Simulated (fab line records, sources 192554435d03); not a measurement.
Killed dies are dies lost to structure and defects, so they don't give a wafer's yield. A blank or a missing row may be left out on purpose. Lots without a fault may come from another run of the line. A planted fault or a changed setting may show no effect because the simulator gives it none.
Chamber matching | flow n5_finfet | N5_SDB_ETCH_18 on rie_diel-02: 4 sister chambers
The step etches SOC in N2/H2, target depth 100 nm, overetch 20 nm, time 150 s. 8 wafers are shown with their chamber, then 7 later ones without.

WAFERS WITH THEIR CHAMBER
wafer  | chamber | drypump_motor_current_A (A) | throttle_valve_pct (%)
L077.1 | 1       | 5.9                         | 18.10
L077.2 | 3       | 5.6                         | 18.19
L086.5 | 1       | 5.9                         | 18.12
L086.6 | 0       | 5.7                         | 17.66
L088.4 | 3       | 5.6                         | 18.22
L088.5 | 2       | 5.4                         | 17.80
L089.1 | 0       | 5.6                         | 17.70
L089.2 | 2       | 5.4                         | 17.80

WAFERS WITHOUT THEIR CHAMBER
wafer  | drypump_motor_current_A (A) | throttle_valve_pct (%)
L089.6 | 5.4                         | 17.79
L091.2 | 5.6                         | 17.67
L091.3 | 5.9                         | 18.14
L091.6 | 5.9                         | 18.13
L096.2 | 5.9                         | 18.17
L096.5 | 5.6                         | 17.71
L096.6 | 5.6                         | 18.25

WHICH CHAMBER EACH WENT THROUGH
wafer  | from the rows above | in truth
L089.6 | 2                   | 2
L091.2 | 0                   | 0
L091.3 | 1                   | 1
L091.6 | 1                   | 1
L096.2 | 1                   | 1
L096.5 | 0                   | 0
L096.6 | 3                   | 3
Placed correctly: 7 of 7. Can't be placed from these rows: 0. Placed wrongly: 0.
How it was worked out, from the rows above alone: a wafer's distance from a chamber is the root of the sum, over the readings, of the square of ((its reading less the chamber's mean) divided by the reading's scatter). The wafer belongs to the nearest chamber; if the next one is less than 2 further off, it can't be placed. A chamber's mean is the mean of its shown wafers. The scatter: the root of (the sum of the squares of (reading less its chamber's mean) over the shown wafers, divided by (wafers less chambers)).
